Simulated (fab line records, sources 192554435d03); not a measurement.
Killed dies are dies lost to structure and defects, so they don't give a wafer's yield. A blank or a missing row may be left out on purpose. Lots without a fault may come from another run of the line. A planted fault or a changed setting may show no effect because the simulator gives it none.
Chamber matching | flow n5_finfet | N5_BEOL_M1_VIA_ETCH_34 on rie_diel-01: 4 sister chambers
The step etches the open film in C4F6/O2, target depth 67.8 nm, time 64.4 s. 8 wafers are shown with their chamber, then 12 later ones without.

WAFERS WITH THEIR CHAMBER
wafer  | chamber | showerhead_plenum_p_Torr (Torr) | throttle_valve_pct (%)
L079.5 | 1       | 2.82                            | 30.5
L082.3 | 1       | 2.82                            | 30.5
L085.1 | 3       | 2.71                            | 30.4
L085.2 | 0       | 2.89                            | 30.8
L085.6 | 0       | 2.88                            | 30.9
L084.2 | 2       | 2.82                            | 31.4
L084.4 | 2       | 2.82                            | 31.4
L084.6 | 3       | 2.70                            | 30.4

WAFERS WITHOUT THEIR CHAMBER
wafer  | showerhead_plenum_p_Torr (Torr) | throttle_valve_pct (%)
L086.3 | 2.88                            | 30.8
L086.4 | 2.82                            | 31.4
L086.5 | 2.88                            | 30.8
L088.2 | 2.81                            | 30.5
L088.4 | 2.70                            | 30.4
L088.5 | 2.82                            | 31.4
L094.1 | 2.87                            | 30.9
L094.5 | 2.88                            | 30.9
L094.6 | 2.70                            | 30.4
L095.2 | 2.70                            | 30.5
L095.3 | 2.87                            | 30.8
L095.4 | 2.69                            | 30.4

WHICH CHAMBER EACH WENT THROUGH
wafer  | from the rows above | in truth
L086.3 | 0                   | 0
L086.4 | 2                   | 2
L086.5 | 0                   | 0
L088.2 | 1                   | 1
L088.4 | 3                   | 3
L088.5 | 2                   | 2
L094.1 | 0                   | 0
L094.5 | 0                   | 0
L094.6 | 3                   | 3
L095.2 | 3                   | 3
L095.3 | 0                   | 0
L095.4 | 3                   | 3
Placed correctly: 12 of 12. Can't be placed from these rows: 0. Placed wrongly: 0.
How it was worked out, from the rows above alone: a wafer's distance from a chamber is the root of the sum, over the readings, of the square of ((its reading less the chamber's mean) divided by the reading's scatter). The wafer belongs to the nearest chamber; if the next one is less than 2 further off, it can't be placed. A chamber's mean is the mean of its shown wafers. The scatter: the root of (the sum of the squares of (reading less its chamber's mean) over the shown wafers, divided by (wafers less chambers)).
